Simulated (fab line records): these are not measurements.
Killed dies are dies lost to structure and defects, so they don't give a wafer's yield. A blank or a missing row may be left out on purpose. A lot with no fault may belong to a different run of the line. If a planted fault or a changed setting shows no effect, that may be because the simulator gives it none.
Which of the tools did it? ; flow n5_finfet ; 36 wafers from 12 lots sampled at 3 of the route's 1938 steps

WHAT THE GAUGES READ, wafer by wafer
N5_BEOL_M6_OVL_MEAS_29.
lot;measured;on;V5_OVL (nm)
L075;day 9 21:54;overlay-02;-0.7 -0.1 0.4
L078;day 10 18:03;overlay-01;-0.8 -1.2 -1.4
L079;day 11 19:53;overlay-01;0.1 -1.1 -0.5
L081;day 11 23:53;overlay-02;-1.0 -1.1 -2.2
L083;day 13 05:36;overlay-02;-1.2 -1.1 -0.9
L085;day 13 21:38;overlay-01;1.3 0.4 -0.2
L088;day 14 03:52;overlay-02;-1.1 -0.3 0.2
L089;day 14 13:32;overlay-02;-1.2 -0.1 -0.2
L092;day 14 17:11;overlay-01;0.1 -0.2 0.4
L091;day 15 05:49;overlay-01;0.8 0.8 0.6
L093;day 15 14:07;overlay-02;0.2 0.4 0.0
L097;day 16 21:55;overlay-02;0.9 1.2 1.6

EACH LOT AND THE TOOL THAT RAN IT (in order: tool; ch and the chambers of the sampled wafers; start)
lot;N5_BEOL_M5_CMP_52;N5_BEOL_M6_STRIP_67
L075;cmp-03 ch 1,2,3, day 9 17:07;rie_diel-04 ch 0,1,2, day 9 19:05
L078;cmp-04 ch 1,2,3, day 10 14:26;rie_diel-01 ch 2,3, day 10 17:29
L079;cmp-04 ch 0,1,3, day 11 12:44;rie_diel-01 ch 0,2,3, day 11 17:32
L081;cmp-02 ch 1,2,3, day 11 19:02;rie_diel-01 ch 0,1,3, day 11 21:53
L083;cmp-02 ch 2,3, day 13 01:01;rie_diel-06 ch 0,2,3, day 13 04:30
L085;cmp-02 ch 0,1,2, day 13 18:02;rie_diel-06 ch 0,1,2, day 13 20:59
L088;cmp-04 ch 0,2,3, day 13 22:41;rie_diel-01 ch 2,3, day 14 02:08
L089;cmp-04 ch 0,1, day 14 06:45;rie_diel-06 ch 0,3, day 14 10:43
L092;cmp-02 ch 0,1,2, day 14 14:31;rie_diel-06 ch 2,3, day 14 16:37
L091;cmp-02 ch 2,3, day 15 01:40;rie_diel-06 ch 1,3, day 15 05:07
L093;cmp-04 ch 1,2,3, day 15 09:19;rie_diel-06 ch 0,1,2, day 15 11:50
L097;cmp-03 ch 0,1,2, day 16 15:01;rie_diel-01 ch 0,2,3, day 16 19:17
- N5_BEOL_M5_CMP_52: polishes, stops on SiCOH lowk, t overpolish 6.9 s, target thk 62 nm.
- N5_BEOL_M6_STRIP_67: strips in CF4.

THE ANSWER, worked out from the rows above alone
Rule: the lots themselves supply what counts as usual. Put in order of their means at a reading, lots are off if they are a third of the lots or fewer, leave a main group of 4 or more, and stand apart from it by a gap of 3 or more times the standard deviation of the main group's means; of several such gaps the widest counts. If all means in a main group match to the digits the tables above print for the reading, that group is not used. Also off: a lot with no number at a reading for which 4 or more lots have one. The other lots that the step has rows for count as sound.
No lot is off at any reading shown: from this, nothing can be told.

WHAT THE SIMULATOR HAD PUT IN
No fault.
